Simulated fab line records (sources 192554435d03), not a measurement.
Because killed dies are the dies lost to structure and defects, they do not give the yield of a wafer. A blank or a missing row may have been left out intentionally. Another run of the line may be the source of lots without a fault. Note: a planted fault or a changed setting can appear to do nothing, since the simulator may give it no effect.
The same fault as seen by 3 desks	flow n5_finfet	every desk sees just its own numbers, and what lay behind them comes last

== AT THE TOOL OWNER'S DESK: arfi_scanner-01 ==
The tool's own readings at N5_BEOL_M7_EXPOSE_08 (exposes mask M7): means of the sampled wafers that have a number, for each lot that ran on this tool. The brackets show how far a lot's mean lies from the usual mean; more than 4 standard deviations puts the lot out of limits, marked OUT.
Columns: A = exposure_dose_mJ_cm2 at N5_BEOL_M7_EXPOSE_08, usual 68.23
lot	first seen here	A
L463	day 10 19:47	68.29
L468	day 11 20:10	68.68 (+6.2) OUT
This desk finds L468 out of limits, L468 being first, at day 11 20:10 (exposure_dose_mJ_cm2 at N5_BEOL_M7_EXPOSE_08). In limits: L463.

== THE DEFECT DESK ==
What the inspections along the route counted, lot by lot: means of the sampled wafers that have a number. The brackets show how far a lot's mean lies from the usual mean; more than 4 standard deviations puts the lot out of limits, marked OUT.
Columns: A = raw_defect_count at N5_BEOL_M6_INSPECT_58, usual 74; B = raw_defect_count at N5_BEOL_M7_INSPECT_13, usual 404
lot	first seen here	A	B
L457	day 9 05:57	59	485
L463	day 10 17:37	87	349
L468	day 11 18:27	80	452
L470	day 12 19:47	108	464
L478	day 14 15:11	100	464
Finding of this desk: none of the 5 lots has anything out of limits.

== AT THE METROLOGY DESK ==
What the gauges read for every lot (on any tool): the sampled wafers with a number, averaged. The brackets show how far a lot's mean lies from the usual mean; more than 4 standard deviations puts the lot out of limits, marked OUT.
Columns: A = M6_RS at N5_BEOL_M6_RS_MEAS_57, usual 0.285 ohm/sq; B = M7_ILD_THK at N5_BEOL_M7_THK_MEAS_01, usual 154.9 nm; C = cd_nm at N5_BEOL_M7_CD_MEAS_11, usual 38.9 nm; D = M7_OVL at N5_BEOL_M7_OVL_MEAS_12, usual 0.2 nm
lot	first seen here	A	B	C	D
L457	day 9 05:56	0.280	157.2	38.7	-0.9
L463	day 10 17:35	0.295	154.3	38.8	-0.3
L468	day 11 18:25	0.280	158.3	37.6	-0.1
L470	day 12 19:46	0.284	154.5	39.2	0.2
L478	day 14 15:09	0.289	155.0	38.8	0.2
Finding of this desk: none of the 5 lots has anything out of limits.

== TAKEN TOGETHER ==
On L468, at day 11 20:10, an alarm was possible from the tool owner's desk.
Nothing the defect desk looked at was out of limits.
From the metrology desk's view, nothing was out of limits.
The defect desk has L468 on record, within its limits.
The metrology desk has L468 on record, within its limits.
The lots listed all ran N5_BEOL_M7_EXPOSE_08 on arfi_scanner-01.

== WHAT WAS PUT IN BY THE SIMULATOR ==
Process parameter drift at N5_BEOL_M7_EXPOSE_08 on arfi_scanner-01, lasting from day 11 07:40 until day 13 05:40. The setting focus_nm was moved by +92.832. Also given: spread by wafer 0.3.
Struck lots among those shown: L468.
Each desk's first reading out of limits, in hours after the fault started: the tool owner's desk, 13.
